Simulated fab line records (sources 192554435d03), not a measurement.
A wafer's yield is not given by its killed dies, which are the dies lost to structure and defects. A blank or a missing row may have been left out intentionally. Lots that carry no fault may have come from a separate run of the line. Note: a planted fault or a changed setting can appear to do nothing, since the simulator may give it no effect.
fab line records	flow n5-finfet
record: lots: 4	wafers: 12	last-day: 18
route steps=1938 shown MOL_CONTACT_COAG@548 BEOL_M4@1111 PASSIVATION@1936
lots with no fault: from the same line, run without faults
start-h: the number of hours between the record's first day and the start of the first shown wafer of the lot	wait-h: hours elapsed since this lot's preceding step	" unchanged from the row above	L1.1+2: several wafers, shown together as one row	- value missing, or start not given	* or withheld: withheld	< > ~ a bound
route shown NAME@n: names a module that has steps shown in the file, with the first one's number in the route	usual: the fault-free wafers' mean and standard deviation	same: alike in all rows	chamber/n: place in a boat	sites: readings site by site	_std_site: the standard deviation of these	_edge_site: outer sites' mean less inner sites'	radius-mm: how far each site lies from the wafer's centre	mask NAME#n: copy n	behind: the tool/chamber that last shaped the wafer	hold: what put the lot on hold/how long, in hours/how the hold closed	device: transistor that didn't switch, given as n, p or np	end of line: the tests these same wafers got at the end of their route	a step with no rows: only its recipe	killed: count of dies lost to structure and defects at first sort (not the wafer's yield)	map: per-die view of a wafer (x killed, . not killed, _ where there is no die)
set.NAME: the setting as run; set.NAME@STEP: as run at that earlier step	model.NAME: the simulator's own value behind a step, which no gauge read
lots at some steps of the route; a table a step, a row a wafer
services: a tool's chamber out of use, with start hour (start-h, from the record's first day; less than 0 if before it), hours out, and reason
== steps ==
step: N5_MOL_CONTACT_COAG_CO_FILL_22
recipe: material: Co	target-thk-a: 200	temp-c: 200	precursor: CCTBA/H2	pressure-torr: 30
step: N5_MOL_CONTACT_COAG_ANNEAL_113
recipe: temp-c: 400	time-s: 300	ambient: H2/N2
step: N5_MOL_CONTACT_COAG_PRE_CLEAN_142
recipe: gas: H2/He	time-s: 60	temp-c: 300
step: N5_MOL_CONTACT_COAG_SPUTTER_130
recipe: material: Co	target-thk-a: 475	temp-c: 25	chamber-pressure-pa: 0.5	power-w: 3000
step: N5_MOL_CONTACT_COAG_PRECLEAN_125
recipe: chemistry: DIW	time-s: 57.5	temp-c: 23
step: N5_MOL_CONTACT_COAG_SRD_126
recipe: dry-time-s: 32	dry: n2-spin	spin-rpm: 1500
step: N5_MOL_CONTACT_COAG_CMP_23
recipe: stop-on: SiO2	t-overpolish-s: 1.5	post-cmp-clean: cu-alkaline	down-force-psi: 2	platen-rpm: 50.289	pad-velocity-m-s: 1.0006	target-thk-nm: 0
step: N5_MOL_CONTACT_COAG_WET_ETCH_26
recipe: target: Co	target-depth-nm: 13
step: N5_MOL_CONTACT_COAG_WET_ETCH_116
recipe: chemistry: SC1-inhibited	target-depth-nm: 4.6	dry: ipa-marangoni	rinse-time-s: 30	rinse-temp-c: 23
step: N5_MOL_CONTACT_COAG_ALD_27
recipe: material: SiOC	target-thk-a: 170	temp-c: 400	ald-precursor-family: carbosiloxane	ald-co-reactant: H2-plasma	pulse-time-s: 1.5	time-s: 2720	purge-time-s: 2	co-reactant-purge-time-s: 2	ald-cycles: 340	pressure-torr: 2
step: N5_MOL_CONTACT_COAG_CMP_28
recipe: stop-on: SiNx	t-overpolish-s: 0.85	post-cmp-clean: alkaline-brush	down-force-psi: 4.15	platen-rpm: 51.8	pad-velocity-m-s: 1.0307	target-thk-nm: 14.522
usual: edge-zone-pressure-frac: 0.999/0.0049	head-pressure-psi: 4.150/0.0092	motor-current-A: 12.5/0.97	slurry-filter-dp-kPa: 13.50/0.14	t-overpolish-s: 0.85/0	time-to-endpoint-s: 3.3/2.3
lot.wafer	tool	chamber	start-h	wait-h	edge-zone-pressure-frac	head-pressure-psi	motor-current-A	slurry-filter-dp-kPa	t-overpolish-s	time-to-endpoint-s	model.SiOC_of_MOL_CONTACT_COAG_ALD_27.thk-nm	model.SiNx_of_GATE_CUT_SAC_CAP_01.thk-nm
L296.1	cmp-04	3	152.20	0.9	-	-	-	-	-	-	17	18.2
L296.2	"	0	"	"	-	-	-	-	-	-	17	18.2
L296.6	"	1	"	"	-	-	-	-	-	-	17	18.2
L297.2	cmp-04	2	162.21	0.8	-	-	-	-	-	-	17.2	18.6
L297.3	"	0	"	"	-	-	-	-	-	-	17	18.4
L297.5	"	3	"	"	-	-	-	-	-	-	17.2	18.4
L305.3	cmp-03	2	205.83	0.8	1.003	4.153	12.5	13.54	0.85	0.9	12	17.8
L305.1	"	3	"	"	0.994	4.154	11.1	13.32	0.85	7.1	15.2	18
L305.5	"	2	"	"	0.997	4.153	12.2	13.44	0.85	1.4	13.2	18
L309.4	cmp-04	3	228.33	0.8	0.999	4.152	11.8	13.69	0.85	1.4	11.8	18.2
L309.2	"	2	"	"	0.995	4.160	11.9	13.50	0.85	6.9	13.4	18.2
L309.6	"	3	"	"	1.005	4.161	12.0	13.43	0.85	1.4	12.8	18
step: N5_MOL_CONTACT_COAG_ALD_123
recipe: material: SiNx	target-thk-a: 50	temp-c: 400	ald-precursor-family: SiH2I2	ald-co-reactant: N2/H2-plasma	pulse-time-s: 1	purge-time-s: 2	co-reactant-purge-time-s: 2	ald-cycles: 100	pressure-torr: 2
step: N5_MOL_CONTACT_COAG_PECVD_31
recipe: material: SiO2	target-thk-a: 460	temp-c: 400	precursor: TEOS/O2	pressure-torr: 6.5	rf-w: withheld	teos-flow-sccm: withheld	gas: O2	flow-sccm: 2650	time-s: 8.9
step: N5_MOL_CONTACT_COAG_COAT_75
recipe: resist: SOC	temp-c: 250	time-s: 60	spin-rpm: 1500	resist-thk-nm: 60
step: N5_MOL_CONTACT_COAG_COAT_76
recipe: resist: SiARC	temp-c: 220	time-s: 60	spin-rpm: 1500	resist-thk-nm: 10
step: N5_MOL_CONTACT_COAG_COAT_77
recipe: resist: underlayer	temp-c: 205	time-s: 60	spin-rpm: 1500	resist-thk-nm: 10
step: N5_MOL_CONTACT_COAG_COAT_78
recipe: resist: CAR-EUV	spin-rpm: 1500	resist-thk-nm: 40
step: N5_MOL_CONTACT_COAG_EBR_80
recipe: solvent: PGMEA	ebr-width-mm: 1.5
step: N5_MOL_CONTACT_COAG_SOFTBAKE_79
recipe: temp-c: 110	time-s: 60	resist: CAR-EUV
step: N5_MOL_CONTACT_COAG_EXPOSE_81
recipe: mask-id: VG	na: 0.33	source-shape: annular	sigma-inner: 0.3	sigma-outer: 0.7	polarization: unpolarized	defocus-nm: 0	dose-mj: 59.5
step: N5_MOL_CONTACT_COAG_PEB_82
recipe: peb-temp-c: 100	peb-time-s: 60	resist: CAR-EUV
step: N5_MOL_CONTACT_COAG_DEVELOP_83
recipe: develop-time-s: 30	developer: TMAH	resist: CAR-EUV	rinse-liquid: surfactant-rinse	dry: air-spin	dev-temp-c: 23
step: N5_MOL_CONTACT_COAG_DESCUM_88
recipe: chemistry: O2	time-s: 7	source-power-w: 50	bias-power-w: 20	pressure-mtorr: 20	rf-frequency-hz: 2.712e+07	temp-c: 40	resist: CAR-EUV	o2-flow-sccm: 225
step: N5_MOL_CONTACT_COAG_ETCH_89
recipe: chemistry: N2/H2	target: underlayer	target-depth-a: 130	mask-material: CAR-EUV	time-s: 10.4	ion-energy-ev: 200	pressure-mtorr: 30	source-w: 840	bias-w: 150	n2-flow-sccm: 200	h2-flow-sccm: 200	ends: cleared
step: N5_MOL_CONTACT_COAG_ETCH_90
recipe: chemistry: CF4	target: SiARC	target-depth-a: 130	mask-material: CAR-EUV	time-s: 21.7	ion-energy-ev: 80	pressure-mtorr: 40	source-w: 545	bias-w: 36	Ar_flow_sccm: 100	cf4-flow-sccm: 100	ends: cleared
step: N5_MOL_CONTACT_COAG_ALD_131
recipe: material: SiO2	target-thk-a: 50	temp-c: 100	ald-precursor-family: BDEAS	ald-co-reactant: O2-plasma	pulse-time-s: 1	co-reactant-pulse-time-s: 1	purge-time-s: 2	co-reactant-purge-time-s: 2	ald-cycles: 35	pressure-torr: 2
step: N5_MOL_CONTACT_COAG_ETCHBACK_132
recipe: chemistry: CHF3	target: SiO2	target-depth-a: 100	time-s: 6.7	ion-energy-ev: 200	pressure-mtorr: 30	source-w: 610	bias-w: 170	Ar_flow_sccm: 200	CHF3_flow_sccm: 50
step: N5_MOL_CONTACT_COAG_ETCH_91
recipe: chemistry: N2/H2	target: SOC	target-depth-a: 600	overetch-a: 210	mask-material: SiARC	temp-c: 40	time-s: 101.2	ion-energy-ev: 200	pressure-mtorr: 30	source-w: 840	bias-w: 150	n2-flow-sccm: 200	h2-flow-sccm: 200
step: N5_MOL_CONTACT_COAG_STRIP_92
recipe: chemistry: N2/H2	temp-c: 40	n2-flow-sccm: 200	h2-flow-sccm: 200	rf-frequency-hz: 6e+07
step: N5_MOL_CONTACT_COAG_STRIP_93
recipe: chemistry: N2/H2	temp-c: 40	n2-flow-sccm: 200	h2-flow-sccm: 200	rf-frequency-hz: 6e+07
step: N5_MOL_CONTACT_COAG_ETCHBACK_135
recipe: chemistry: CHF3	target: SiO2	target-depth-a: 250	time-s: 16.7	ion-energy-ev: 200	pressure-mtorr: 30	source-w: 610	bias-w: 170	Ar_flow_sccm: 200	CHF3_flow_sccm: 50
step: N5_MOL_CONTACT_COAG_STRIP_118
recipe: chemistry: CHF3	resist: SiARC	rf-frequency-hz: 6e+07
step: N5_MOL_CONTACT_COAG_VIA_ETCH_46
recipe: chemistry: C4F6/O2	target-depth-a: 460	overetch-a: 92	mask-material: SOC	target: SiO2	bias-w: 455	pressure-mtorr: 10	time-s: 40	source-w: 325	Ar_flow_sccm: 300	C4F6_flow_sccm: 10	O2_flow_sccm: 10	ion-energy-ev: 575.3	ends: end-point
step: N5_MOL_CONTACT_COAG_STRIP_96
recipe: chemistry: N2/H2	power-w: 500	temp-c: 40	pressure-mtorr: 50	rf-frequency-hz: 6e+07	overash-fraction: 0.3	bias-power-w: 28	h2-frac: 0.5	n2-flow-sccm: 300	h2-flow-sccm: 300
step: N5_MOL_CONTACT_COAG_ETCH_47
recipe: chemistry: CH3F/O2	target: SiNx	target-depth-a: 270	mask-material: SiO2	stop-on: W	over-etch-frac: 0.2	ion-energy-ev: 120	endpoint: OES-CN	pressure-mtorr: 30	source-w: 395	bias-w: 73	Ar_flow_sccm: 150	CH3F_flow_sccm: 30	O2_flow_sccm: 20	ends: end-point
usual: CH3F_flow_sccm: 30.00/0.092	drypump-motor-current-A: 5.6/0.53	etch-rf-on-time-s: 31.6/0.75	oes-product-au: 0.70/0.075	rf-vpp-V: 294/7.4	showerhead-plenum-p-Torr: 2.02/0.048	throttle-valve-pct: 16.3/0.31
lot.wafer	tool	chamber	start-h	wait-h	CH3F_flow_sccm	drypump-motor-current-A	etch-rf-on-time-s	oes-product-au	rf-hours-counter-h	rf-vpp-V	showerhead-plenum-p-Torr	throttle-valve-pct	model.MOL_CONTACT_COAG.feature-depth-nm	model.etch.depth-nm
L296.1	rie-diel-06	1	153.99	0.0	30.18	6.4	30.9	0.75	67	297	2.03	15.9	18.8	18.11
L296.2	"	3	"	"	29.92	4.8	32.2	0.81	24	303	1.96	15.8	18.8	18.3
L296.6	"	1	"	"	30.07	6.5	31.2	0.75	-	298	2.03	15.9	18.8	18.19
L297.2	rie-diel-05	2	164.49	0.0	29.88	5.9	32.8	0.76	51	281	1.96	16.1	19	18.51
L297.3	"	0	"	"	29.93	6.3	32.0	0.71	112	285	1.94	16.3	19	18.38
L297.5	"	0	"	"	30.17	6.3	32.0	0.71	-	286	1.94	16.3	19	18.32
L305.1	rie-diel-02	3	208.98	0.0	29.96	5.3	31.1	0.84	4	283	2.04	16.4	18.6	17.94
L305.3	"	0	"	"	29.92	6.2	32.1	0.61	230	303	2.06	16.8	18.4	17.87
L305.5	"	1	"	"	30.08	5.8	31.5	0.67	-	299	2.01	16.6	18.6	17.93
L309.2	rie-diel-02	2	230.58	0.0	29.81	5.1	31.4	0.62	212	295	2.07	16.5	18.8	18.22
L309.4	"	0	"	"	30.06	6.1	32.3	0.61	237	305	2.06	16.9	18.8	18.21
L309.6	"	2	"	"	29.97	5.1	30.8	0.63	-	294	2.07	16.6	18.4	17.92
step: N5_MOL_CONTACT_COAG_STRIP_119
recipe: chemistry: N2/H2	time-s: 30	power-w: 1000	temp-c: 250	pressure-mtorr: withheld	n2-flow-sccm: 1750	h2-flow-sccm: 3250
step: N5_MOL_CONTACT_COAG_ETCH_124
recipe: chemistry: CH3F/O2	target: SiNx	target-depth-a: 65	mask-material: SOC	stop-on: SiOC	over-etch-frac: 0.3	ion-energy-ev: 120	pressure-mtorr: 30	source-w: 395	bias-w: 73	Ar_flow_sccm: 150	CH3F_flow_sccm: 30	O2_flow_sccm: 20	ends: end-point
usual: CH3F_flow_sccm: 30.00/0.086	drypump-motor-current-A: 5.6/0.52	oes-product-au: 0.66/0.067	rf-vpp-V: 294/7.6	showerhead-plenum-p-Torr: 2.02/0.049	throttle-valve-pct: 16.34/0.29
lot.wafer	tool	chamber	start-h	wait-h	CH3F_flow_sccm	drypump-motor-current-A	oes-product-au	rf-hours-counter-h	rf-vpp-V	showerhead-plenum-p-Torr	throttle-valve-pct	model.SiOC_of_MOL_CONTACT_COAG_ALD_27.thk-nm
L296.1	rie-diel-02	2	155.91	0.0	30.09	5.1	0.61	186	294	2.08	16.47	17
L296.2	"	0	"	"	30.11	6.1	0.60	211	306	2.07	16.76	17
L296.6	"	0	"	"	30.09	6.1	0.61	-	307	2.07	16.75	17
L297.2	rie-diel-05	3	165.79	0.0	29.92	5.6	0.60	230	300	2.05	16.36	17.2
L297.3	"	0	"	"	29.99	6.3	0.68	112	287	1.94	16.25	17
L297.5	"	3	"	"	30.12	5.6	0.60	-	301	2.05	16.36	17.2
L305.1	rie-diel-02	2	210.15	0.0	29.95	5.1	0.60	206	293	2.07	16.52	15.2
L305.3	"	3	"	"	30.01	5.3	0.80	5	284	2.04	16.37	12
L305.5	"	0	"	"	29.96	6.2	0.60	-	304	2.06	16.80	13.2
L309.2	rie-diel-02	3	231.99	0.0	30.03	5.3	0.78	11	284	2.04	16.38	13.4
L309.4	"	0	"	"	29.99	6.2	0.59	238	306	2.06	16.82	11.8
L309.6	"	3	"	"	29.88	5.3	0.78	-	282	2.04	16.36	12.8
step: N5_MOL_CONTACT_COAG_ETCH_48
recipe: chemistry: C4F6/O2	target-depth-a: 150	overetch-a: 45	mask-material: SOC	target: SiOC	bias-w: 465	pressure-mtorr: 10	time-s: 17	source-w: 335	Ar_flow_sccm: 300	C4F6_flow_sccm: 10	O2_flow_sccm: 10	ion-energy-ev: 576
usual: drypump-motor-current-A: 5.6/0.53	oes-product-au: 0.63/0.073	rf-vpp-V: 1569/38	showerhead-plenum-p-Torr: 2.86/0.064	throttle-valve-pct: 40.5/0.38
lot.wafer	tool	chamber	start-h	wait-h	drypump-motor-current-A	oes-product-au	rf-hours-counter-h	rf-vpp-V	showerhead-plenum-p-Torr	throttle-valve-pct	model.etch.depth-nm
L296.1	rie-diel-02	2	155.95	0.0	5.1	1.05	186	1571	2.94	41.1	17.02
L296.2	"	0	"	"	6.2	1.04	211	1627	2.93	41.1	16.99
L296.6	"	0	"	"	6.2	1.04	-	1628	2.93	41.1	17.07
L297.2	rie-diel-05	3	165.83	0.0	5.6	1.03	230	1602	2.90	40.6	17.17
L297.3	"	0	"	"	6.3	1.16	112	1532	2.76	40.5	16.95
L297.5	"	3	"	"	5.6	1.03	-	1601	2.90	40.6	17.18
L305.1	rie-diel-02	2	210.19	0.0	5.1	0.61	206	1568	2.93	41.0	15.12
L305.3	"	3	"	"	5.3	0.72	5	1516	2.89	41.3	12.02
L305.5	"	0	"	"	6.2	0.56	-	1628	2.92	41.0	13.1
L309.2	rie-diel-02	3	232.03	0.0	5.3	0.74	11	1515	2.89	41.3	13.41
L309.4	"	0	"	"	6.2	0.52	238	1626	2.92	40.9	11.79
L309.6	"	3	"	"	5.3	0.72	-	1516	2.89	41.3	12.73
step: N5_BEOL_M4_RC_MEAS_101
usual: DIBL_N: 36.5/2.2	DIBL_P: 36.9/2.9	IOFF_N: 0.17/0.044	IOFF_P: 0.22/0.052	ION_N: 671/16	ION_P: 461/10	SS_N: 71.6/0.73	SS_P: 73.5/0.79	VT_N: 250/4.1	VT_P: -250/4.1
lot.wafer	tool	chamber	start-h	wait-h	DIBL_N[mV/V]	DIBL_P[mV/V]	IOFF_N[nA/um]	IOFF_P[nA/um]	ION_N[uA/um]	ION_P[uA/um]	SS_N[mV/dec]	SS_P[mV/dec]	VT_N[mV]	VT_P[mV]
L305.1	prober-01	0	297.06	0.0	37.6	37.8	0.17	0.20	676	458	72.3	73.3	249	-253
L305.3	"	0	"	"	37.8	39.2	0.18	0.23	687	466	72.4	73.8	248	-250
L305.5	"	0	"	"	37.9	39.6	0.18	0.24	679	473	71.4	74.0	246	-248
L309.2	prober-01	0	317.98	0.2	39.2	40.9	0.21	0.29	694	475	72.2	74.2	245	-246
L309.4	"	0	"	"	36.9	36.9	0.14	0.21	658	456	71.6	73.0	253	-251
L309.6	"	0	"	"	37.1	37.6	0.17	0.21	679	466	72.3	73.8	248	-251
step: N5_PASSIVATION_PROBE_49
usual: defect-limited-yield: 91.3/1.4	killed_at_M0_to_M3: 36/10	killed_at_M4_up: 13/5.4	killed-at-contacts: 12/5.3	killed-at-front-end: 39/10	killed-at-other: 3.2/2.7	killed-dies: 103/16	killed-on-rim: 13/4	killed-open: 68/13	killed-short: 33/6.6	sort_bin_5_function: 5.1/0.92	sort_bin_6_memory: 3.3/0.68	sort-n-pass: 1077/17	sort-yield-pct: 91.2/1.4
same: gross-dies: 1180	killed-at-back-side: 0	sort_bin_4_leakage[%]: 0	sort_bin_8_speed[%]: 0
lot.wafer	tool	chamber	start-h	wait-h	defect-limited-yield[%]	killed_at_M0_to_M3	killed_at_M4_up	killed-at-contacts	killed-at-front-end	killed-at-other	killed-dies	killed-on-rim	killed-open	killed-short	sort_bin_5_function[%]	sort_bin_6_memory[%]	sort-n-pass	sort-yield-pct[%]
L296.1	prober-02	-	345.42	0.0	0	20	5	1092	62	1	1180	152	77	21	96.4	3.6	0	0
L296.2	prober-02	-	345.47	0.1	0	31	12	1087	49	1	1180	152	59	38	96.6	3.2	0	0
L296.6	prober-02	-	345.67	0.3	0	30	10	1109	27	4	1180	152	55	27	97.7	2.1	0	0
L297.2	prober-01	-	351.64	0.1	0	30	15	1090	43	2	1180	152	67	37	97.0	2.6	0	0
L297.3	prober-01	-	351.69	0.1	0	29	19	1096	30	6	1180	152	56	33	96.0	3.6	0	0
L297.5	prober-01	-	351.79	0.2	0	37	15	1102	25	1	1180	152	66	32	96.6	3.3	0	0
L305.1	prober-01	-	416.95	0.0	88.6	42	24	13	51	4	134	15	93	41	5.9	5.3	1046	88.6
L305.3	prober-01	-	417.05	0.1	89.8	55	8	14	42	1	120	18	86	32	4.9	4.8	1060	89.8
L305.5	prober-01	-	417.15	0.2	91.5	44	5	11	34	6	100	12	70	28	4.1	4.2	1080	91.5
killed by level:class
L296.1 MOL_CONTACT_COAG:area-cmp=1080 STI_FIN_REVEAL:geometric-particle:open=32 MOL_CONTACT_COAG:geometric-particle:open=10 STARTING-WAFER:geometric-particle:open=7 FIN_SAQP:geometric-particle:open=6 BEOL_M0_SAQP:geometric-particle:short=4 BEOL_M1:geometric-particle:open=4 BEOL_M2:geometric-particle:open=4
L296.2 MOL_CONTACT_COAG:area-cmp=1081 STI_FIN_REVEAL:geometric-particle:open=13 BEOL_M0_SAQP:geometric-particle:short=9 FIN_SAQP:geometric-particle:open=8 FIN_SAQP:geometric-particle:short=6 STARTING-WAFER:geometric-particle:open=6 MOL_CONTACT_COAG:geometric-particle:open=5 BEOL_M0_SAQP:geometric-particle:open=5
L296.6 MOL_CONTACT_COAG:area-cmp=1097 MOL_CONTACT_COAG:geometric-particle:open=10 BEOL_M3:geometric-particle:open=7 FIN_SAQP:geometric-particle:open=6 BEOL_M0_SAQP:geometric-particle:short=6 FIN_SAQP:geometric-particle:short=5 BEOL_M5:geometric-particle:open=5 STI_FIN_REVEAL:geometric-particle:open=4
L297.2 MOL_CONTACT_COAG:area-cmp=1074 MOL_CONTACT_COAG:geometric-particle:open=10 FIN_SAQP:geometric-particle:short=9 FIN_SAQP:geometric-particle:open=9 BEOL_M2:geometric-particle:open=9 STI_FIN_REVEAL:geometric-particle:open=6 MOL_CONTACT_COAG:geometric-particle:short=6 BEOL_M0:geometric-particle:open=5
L297.3 MOL_CONTACT_COAG:area-cmp=1088 BEOL_M2:geometric-particle:open=8 MOL_CONTACT_COAG:geometric-particle:open=7 FIN_SAQP:geometric-particle:short=6 BEOL_M0_SAQP:geometric-particle:short=6 BEOL_M4:geometric-particle:open=5 FIN_SAQP:geometric-particle:open=4 STI_FIN_REVEAL:geometric-particle:open=4
L297.5 MOL_CONTACT_COAG:area-cmp=1080 MOL_CONTACT_COAG:geometric-particle:open=18 BEOL_M0_SAQP:geometric-particle:short=9 BEOL_M0:geometric-particle:open=7 BEOL_M2:geometric-particle:open=7 DUMMY_GATE:geometric-particle:open=6 BEOL_M0_SAQP:geometric-particle:open=6 BEOL_M4:geometric-particle:open=6
L305.1 FIN_SAQP:geometric-particle:open=15 BEOL_M3:geometric-particle:open=15 STI_FIN_REVEAL:geometric-particle:open=10 MOL_CONTACT_COAG:geometric-particle:open=10 BEOL_M4:geometric-particle:open=10 FIN_SAQP:geometric-particle:short=9 GATE_CUT:geometric-particle:short=5 BEOL_M0_SAQP:geometric-particle:open=5
L305.3 BEOL_M3:geometric-particle:open=17 BEOL_M1:geometric-particle:open=11 BEOL_M2:geometric-particle:open=10 FIN_SAQP:geometric-particle:short=9 MOL_CONTACT_COAG:geometric-particle:open=9 GATE_CUT:geometric-particle:open=7 FIN_SAQP:geometric-particle:open=5 GATE_CUT:geometric-particle:short=5
L305.5 BEOL_M3:geometric-particle:open=18 BEOL_M2:geometric-particle:open=9 MOL_CONTACT_COAG:geometric-particle:open=8 FIN_SAQP:geometric-particle:open=6 BEOL_M3:geometric-particle:short=6 STARTING-WAFER:geometric-particle:open=5 BEOL_M0_SAQP:geometric-particle:open=5 GATE_CUT:geometric-particle:short=4
map L296.1 (x killed, . not)
_________________xxxxxxxxxxxx________________
______________xxxxxxxxxxxxxxxxxx_____________
___________xxxxxxxxxxxxxxxxxxxxxxxx__________
__________xxxxxxxxxxxxxxxxxxxxxxxxxx_________
________xxxxxxxxxxxxxxxxxxxxxxxxxxxxxx_______
_______xxxxxxxxxxxxxxxxxxxxxxxxxxxxxxxx______
______xxxxxxxxxxxxxxxxxxxxxxxxxxxxxxxxxx_____
_____xxxxxxxxxxxxxxxxxxxxxxxxxxxxxxxxxxxx____
____xxxxxxxxxxxxxxxxxxxxxxxxxxxxxxxxxxxxxx___
___xxxxxxxxxxxxxxxxxxxxxxxxxxxxxxxxxxxxxxxx__
___xxxxxxxxxxxxxxxxxxxxxxxxxxxxxxxxxxxxxxxx__
__xxxxxxxxxxxxxxxxxxxxxxxxxxxxxxxxxxxxxxxxxx_
__xxxxxxxxxxxxxxxxxxxxxxxxxxxxxxxxxxxxxxxxxx_
_xxxxxxxxxxxxxxxxxxxxxxxxxxxxxxxxxxxxxxxxxxxx
_xxxxxxxxxxxxxxxxxxxxxxxxxxxxxxxxxxxxxxxxxxxx
_xxxxxxxxxxxxxxxxxxxxxxxxxxxxxxxxxxxxxxxxxxxx
_xxxxxxxxxxxxxxxxxxxxxxxxxxxxxxxxxxxxxxxxxxxx
_xxxxxxxxxxxxxxxxxxxxxxxxxxxxxxxxxxxxxxxxxxxx
_xxxxxxxxxxxxxxxxxxxxxxxxxxxxxxxxxxxxxxxxxxxx
_xxxxxxxxxxxxxxxxxxxxxxxxxxxxxxxxxxxxxxxxxxxx
_xxxxxxxxxxxxxxxxxxxxxxxxxxxxxxxxxxxxxxxxxxxx
__xxxxxxxxxxxxxxxxxxxxxxxxxxxxxxxxxxxxxxxxxx_
__xxxxxxxxxxxxxxxxxxxxxxxxxxxxxxxxxxxxxxxxxx_
___xxxxxxxxxxxxxxxxxxxxxxxxxxxxxxxxxxxxxxxx__
___xxxxxxxxxxxxxxxxxxxxxxxxxxxxxxxxxxxxxxxx__
____xxxxxxxxxxxxxxxxxxxxxxxxxxxxxxxxxxxxxx___
_____xxxxxxxxxxxxxxxxxxxxxxxxxxxxxxxxxxxx____
______xxxxxxxxxxxxxxxxxxxxxxxxxxxxxxxxxx_____
_______xxxxxxxxxxxxxxxxxxxxxxxxxxxxxxxx______
________xxxxxxxxxxxxxxxxxxxxxxxxxxxxxx_______
__________xxxxxxxxxxxxxxxxxxxxxxxxxx_________
___________xxxxxxxxxxxxxxxxxxxxxxxx__________
______________xxxxxxxxxxxxxxxxxx_____________
_________________xxxxxxxxxxxx________________
map L297.2 (x killed, . not)
_________________xxxxxxxxxxxx________________
______________xxxxxxxxxxxxxxxxxx_____________
___________xxxxxxxxxxxxxxxxxxxxxxxx__________
__________xxxxxxxxxxxxxxxxxxxxxxxxxx_________
________xxxxxxxxxxxxxxxxxxxxxxxxxxxxxx_______
_______xxxxxxxxxxxxxxxxxxxxxxxxxxxxxxxx______
______xxxxxxxxxxxxxxxxxxxxxxxxxxxxxxxxxx_____
_____xxxxxxxxxxxxxxxxxxxxxxxxxxxxxxxxxxxx____
____xxxxxxxxxxxxxxxxxxxxxxxxxxxxxxxxxxxxxx___
___xxxxxxxxxxxxxxxxxxxxxxxxxxxxxxxxxxxxxxxx__
___xxxxxxxxxxxxxxxxxxxxxxxxxxxxxxxxxxxxxxxx__
__xxxxxxxxxxxxxxxxxxxxxxxxxxxxxxxxxxxxxxxxxx_
__xxxxxxxxxxxxxxxxxxxxxxxxxxxxxxxxxxxxxxxxxx_
_xxxxxxxxxxxxxxxxxxxxxxxxxxxxxxxxxxxxxxxxxxxx
_xxxxxxxxxxxxxxxxxxxxxxxxxxxxxxxxxxxxxxxxxxxx
_xxxxxxxxxxxxxxxxxxxxxxxxxxxxxxxxxxxxxxxxxxxx
_xxxxxxxxxxxxxxxxxxxxxxxxxxxxxxxxxxxxxxxxxxxx
_xxxxxxxxxxxxxxxxxxxxxxxxxxxxxxxxxxxxxxxxxxxx
_xxxxxxxxxxxxxxxxxxxxxxxxxxxxxxxxxxxxxxxxxxxx
_xxxxxxxxxxxxxxxxxxxxxxxxxxxxxxxxxxxxxxxxxxxx
_xxxxxxxxxxxxxxxxxxxxxxxxxxxxxxxxxxxxxxxxxxxx
__xxxxxxxxxxxxxxxxxxxxxxxxxxxxxxxxxxxxxxxxxx_
__xxxxxxxxxxxxxxxxxxxxxxxxxxxxxxxxxxxxxxxxxx_
___xxxxxxxxxxxxxxxxxxxxxxxxxxxxxxxxxxxxxxxx__
___xxxxxxxxxxxxxxxxxxxxxxxxxxxxxxxxxxxxxxxx__
____xxxxxxxxxxxxxxxxxxxxxxxxxxxxxxxxxxxxxx___
_____xxxxxxxxxxxxxxxxxxxxxxxxxxxxxxxxxxxx____
______xxxxxxxxxxxxxxxxxxxxxxxxxxxxxxxxxx_____
_______xxxxxxxxxxxxxxxxxxxxxxxxxxxxxxxx______
________xxxxxxxxxxxxxxxxxxxxxxxxxxxxxx_______
__________xxxxxxxxxxxxxxxxxxxxxxxxxx_________
___________xxxxxxxxxxxxxxxxxxxxxxxx__________
______________xxxxxxxxxxxxxxxxxx_____________
_________________xxxxxxxxxxxx________________
== services ==
tool	chamber	start-h	hours	kind
rie-diel-06	2	144.60	-	clean
rie-diel-06	2	144.60	-	consumable-replace:focus-ring
rie-diel-06	2	144.60	14.3	scheduled-down
rie-diel-06	2	144.60	14.3	vent-cycle
cmp-03	-	151.95	0.4	repair
rie-diel-06	1	173.12	2.4	repair
rie-diel-06	0	174.16	8.3	repair
rie-diel-02	3	177.94	-	clean
rie-diel-02	3	177.94	-	consumable-replace:focus-ring
rie-diel-02	3	177.94	17.6	scheduled-down
rie-diel-02	3	177.94	17.6	vent-cycle
cmp-03	-	194.07	0.9	repair
rie-diel-05	3	211.18	8.2	repair
cmp-04	-	214.50	2.1	repair
rie-diel-05	3	228.10	-	clean
rie-diel-05	3	228.10	-	consumable-replace:esc
rie-diel-05	3	228.10	-	consumable-replace:focus-ring
rie-diel-05	3	228.10	26.0	scheduled-down
rie-diel-05	3	228.10	26.0	vent-cycle
rie-diel-05	1	231.51	7.3	repair
== key ==
first-sign: step: N5_MOL_CONTACT_COAG_CMP_28	reading: tool-record	direction: missing
effect: step: N5_MOL_CONTACT_COAG_ETCH_48	reading: oes-product-au	direction: up	sigmas: 5.8	usual: 0.63	struck: 1.06
effect: step: N5_PASSIVATION_PROBE_49	reading: killed-at-contacts	direction: up	sigmas: 99+	usual: 12	struck: 1096
model-effect: step: N5_MOL_CONTACT_COAG_CMP_28	value: SiOC_of_MOL_CONTACT_COAG_ALD_27.thk-nm	without: 13.83	struck: 17.07
model-effect: step: N5_MOL_CONTACT_COAG_ETCH_47	value: MOL_CONTACT_COAG.feature-depth-nm	without: 18.6	struck: 18.9
model-effect: step: N5_MOL_CONTACT_COAG_ETCH_124	value: SiOC_of_MOL_CONTACT_COAG_ALD_27.thk-nm	without: 13.07	struck: 17.13
model-effect: step: N5_MOL_CONTACT_COAG_ETCH_48	value: etch.depth-nm	without: 13.85	struck: 17.06
more-kills-born-at: N5_MOL_CONTACT_COAG_CMP_28@cmp-04: 6496
met-at N5_MOL_CONTACT_COAG_CMP_28
struck-wafers L296.1,L296.2,L296.6,L297.2,L297.3,L297.5
later-rows-left-out L296.1,L296.2,L296.6,L297.2,L297.3,L297.5
fault: kind: skipped-step-whole	tool: cmp-04	chamber: -	onset-h: 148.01	steps: N5_MOL_CONTACT_COAG_CMP_28	scope: struck-lots-only
later-rows-left-out: the simulator's readings of these wafers behind a module that went badly wrong aren't trusted and aren't shown, but for the sort
